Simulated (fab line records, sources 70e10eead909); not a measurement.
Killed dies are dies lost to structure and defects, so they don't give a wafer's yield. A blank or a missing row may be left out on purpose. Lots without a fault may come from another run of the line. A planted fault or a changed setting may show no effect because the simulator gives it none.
Tool commonality check | flow nand_harc | 11 lots, 33 wafers sampled

WHY IT WAS OPENED
At NHARC_A_CHANNEL_HOLE_D1_INSPECT_40 the reading raw_defect_count is flagged on 3 of 11 lots. Wafers without a fault read 61, standard deviation 16.
Rule: a lot is flagged when every wafer of it that has a number lies more than 4 standard deviations from that mean, or none has a number. The other lots count as sound.

lot  | measured     | on                | raw_defect_count, wafer by wafer | flag
L222 | day 8 10:19  | defect_inspect-01 | 65 28 57                         |
L225 | day 9 04:26  | defect_inspect-01 | 289 308 285                      | FLAGGED
L227 | day 9 22:44  | defect_inspect-01 | 321 369 303                      | FLAGGED
L230 | day 10 09:11 | defect_inspect-02 | 359 344 303                      | FLAGGED
L234 | day 11 17:55 | defect_inspect-02 | 55 67 98                         |
L238 | day 12 13:20 | defect_inspect-02 | 61 77 97                         |
L240 | day 12 13:53 | defect_inspect-01 | 59 48 56                         |
L239 | day 12 17:29 | defect_inspect-01 | 69 92 86                         |
L242 | day 13 10:17 | defect_inspect-01 | 81 44 60                         |
L243 | day 13 21:23 | defect_inspect-01 | 66 57 85                         |
L244 | day 14 02:44 | defect_inspect-01 | 66 64 62                         |
The numbers of the flagged lots are 320 on average: +259 against the usual, or +16 standard deviations.

WHICH TOOL RAN EACH LOT
The record holds 4 process steps before the reading, out of a route of 1159 steps. In each cell: the tool, then ch and the chambers that the sampled wafers went through, then the start.
lot  | flag    | NHARC_A_CHANNEL_HOLE_D1_ETCH_39               | NHARC_A_CHANNEL_HOLE_D1_ETCH_16               | NHARC_A_CHANNEL_HOLE_D1_ETCH_19  | NHARC_A_CHANNEL_HOLE_D1_ETCH_44
L222 |         | rie_diel-02 ch 0,1,3, day 8 04:39 or earlier  | rie_diel-02 ch 0,1, day 8 04:39 or earlier    | har_etch-02 ch 0,1, day 8 04:39  | rie_diel-12 ch 0,1,3, day 8 09:22
L225 | FLAGGED | rie_diel-12 ch 0,3, day 8 22:45 or earlier    | rie_diel-12 ch 1,3, day 8 22:45 or earlier    | har_etch-02 ch 0,1, day 8 22:45  | rie_diel-02 ch 2,3, day 9 03:27
L227 | FLAGGED | rie_diel-02 ch 0,1,2, day 9 16:36 or earlier  | rie_diel-02 ch 0,1,2, day 9 16:36 or earlier  | har_etch-02 ch 0,1, day 9 16:36  | rie_diel-02 ch 1,2, day 9 21:26
L230 | FLAGGED | rie_diel-02 ch 0,1, day 10 03:28 or earlier   | rie_diel-02 ch 0,2,3, day 10 03:28 or earlier | har_etch-02 ch 0,1, day 10 03:28 | rie_diel-12 ch 1,3, day 10 08:08
L234 |         | rie_diel-02 ch 1,3, day 11 12:11 or earlier   | rie_diel-02 ch 0,1, day 11 12:11 or earlier   | har_etch-01 ch 0,1, day 11 12:11 | rie_diel-04 ch 0,2,3, day 11 16:52
L238 |         | rie_diel-04 ch 0,2,3, day 12 07:39 or earlier | rie_diel-04 ch 0,2,3, day 12 07:39 or earlier | har_etch-01 ch 0,1, day 12 07:39 | rie_diel-04 ch 0,1,2, day 12 12:22
L240 |         | rie_diel-12 ch 1,2,3, day 12 08:01 or earlier | rie_diel-12 ch 1,3, day 12 08:01 or earlier   | har_etch-02 ch 0,1, day 12 08:01 | rie_diel-12 ch 1,2, day 12 12:46
L239 |         | rie_diel-12 ch 1,3, day 12 11:48 or earlier   | rie_diel-12 ch 1,2, day 12 11:48 or earlier   | har_etch-01 ch 0,1, day 12 11:48 | rie_diel-12 ch 0,2,3, day 12 16:31
L242 |         | rie_diel-12 ch 0,1, day 13 04:36 or earlier   | rie_diel-12 ch 2,3, day 13 04:36 or earlier   | har_etch-02 ch 0,1, day 13 04:36 | rie_diel-12 ch 0,2, day 13 09:17
L243 |         | rie_diel-04 ch 1,3, day 13 15:41 or earlier   | rie_diel-04 ch 0,3, day 13 15:41 or earlier   | har_etch-02 ch 0,1, day 13 15:41 | rie_diel-04 ch 0,2, day 13 20:24
L244 |         | rie_diel-12 ch 0,2,3, day 13 21:01 or earlier | rie_diel-12 ch 0,2,3, day 13 21:01 or earlier | har_etch-02 ch 0,1, day 13 21:01 | rie_diel-02 ch 1,3, day 14 01:42
What these steps do:
- NHARC_A_CHANNEL_HOLE_D1_ETCH_39: etches the open film in N2/H2, target depth 260 nm, time 325 s.
- NHARC_A_CHANNEL_HOLE_D1_ETCH_16: etches the open film in O2/COS, target depth 3100 nm, time 806 s.
- NHARC_A_CHANNEL_HOLE_D1_ETCH_19: etches the open film in C4F8/O2/Ar, time 34.5 s.
- NHARC_A_CHANNEL_HOLE_D1_ETCH_44: etches the open film in CF4/O2, target depth 140 nm, overetch 14 nm, time 77 s.
- NHARC_A_CHANNEL_HOLE_D1_INSPECT_40

FLAGGED OVER TOTAL, TOOL BY TOOL (the gauges that took the reading come last)
step                               | tool              | lots run | flagged | share of the flagged lots | sound lots run after its first flagged lot
NHARC_A_CHANNEL_HOLE_D1_ETCH_39    | rie_diel-02       | 4        | 2       | some                      | 1 (L234)
NHARC_A_CHANNEL_HOLE_D1_ETCH_39    | rie_diel-04       | 2        | 0       | none                      | -
NHARC_A_CHANNEL_HOLE_D1_ETCH_39    | rie_diel-12       | 5        | 1       | some                      | 4 (L240,L239,L242,L244)
NHARC_A_CHANNEL_HOLE_D1_ETCH_16    | rie_diel-02       | 4        | 2       | some                      | 1 (L234)
NHARC_A_CHANNEL_HOLE_D1_ETCH_16    | rie_diel-04       | 2        | 0       | none                      | -
NHARC_A_CHANNEL_HOLE_D1_ETCH_16    | rie_diel-12       | 5        | 1       | some                      | 4 (L240,L239,L242,L244)
NHARC_A_CHANNEL_HOLE_D1_ETCH_19    | har_etch-01       | 3        | 0       | none                      | -
NHARC_A_CHANNEL_HOLE_D1_ETCH_19    | har_etch-02       | 8        | 3       | all                       | 4 (L240,L242,L243,L244)
NHARC_A_CHANNEL_HOLE_D1_ETCH_44    | rie_diel-02       | 3        | 2       | some                      | 1 (L244)
NHARC_A_CHANNEL_HOLE_D1_ETCH_44    | rie_diel-04       | 3        | 0       | none                      | -
NHARC_A_CHANNEL_HOLE_D1_ETCH_44    | rie_diel-12       | 5        | 1       | some                      | 3 (L240,L239,L242)
NHARC_A_CHANNEL_HOLE_D1_INSPECT_40 | defect_inspect-01 | 8        | 2       | some                      | 5 (L240,L239,L242,L243,L244)
NHARC_A_CHANNEL_HOLE_D1_INSPECT_40 | defect_inspect-02 | 3        | 1       | some                      | 2 (L234,L238)
NHARC_A_CHANNEL_HOLE_D1_ETCH_39 gives no start for some lots, so the hours and the order of its lots are those of NHARC_A_CHANNEL_HOLE_D1_ETCH_19. NHARC_A_CHANNEL_HOLE_D1_ETCH_16 gives no start for some lots, so the hours and the order of its lots are those of NHARC_A_CHANNEL_HOLE_D1_ETCH_19.

WHAT THE TABLE ALLOWS
1 row of the table ran every flagged lot: har_etch-02 at NHARC_A_CHANNEL_HOLE_D1_ETCH_19.
- har_etch-02 at NHARC_A_CHANNEL_HOLE_D1_ETCH_19: 3 of its 8 lots flagged. Sound lots ran on it after the first flagged one (L240, L242, L243, L244), which a lasting fault on the whole tool wouldn't allow.
No row of the table ran every flagged lot and no sound lot after the first.

WHAT THE SIMULATOR HAD PUT IN
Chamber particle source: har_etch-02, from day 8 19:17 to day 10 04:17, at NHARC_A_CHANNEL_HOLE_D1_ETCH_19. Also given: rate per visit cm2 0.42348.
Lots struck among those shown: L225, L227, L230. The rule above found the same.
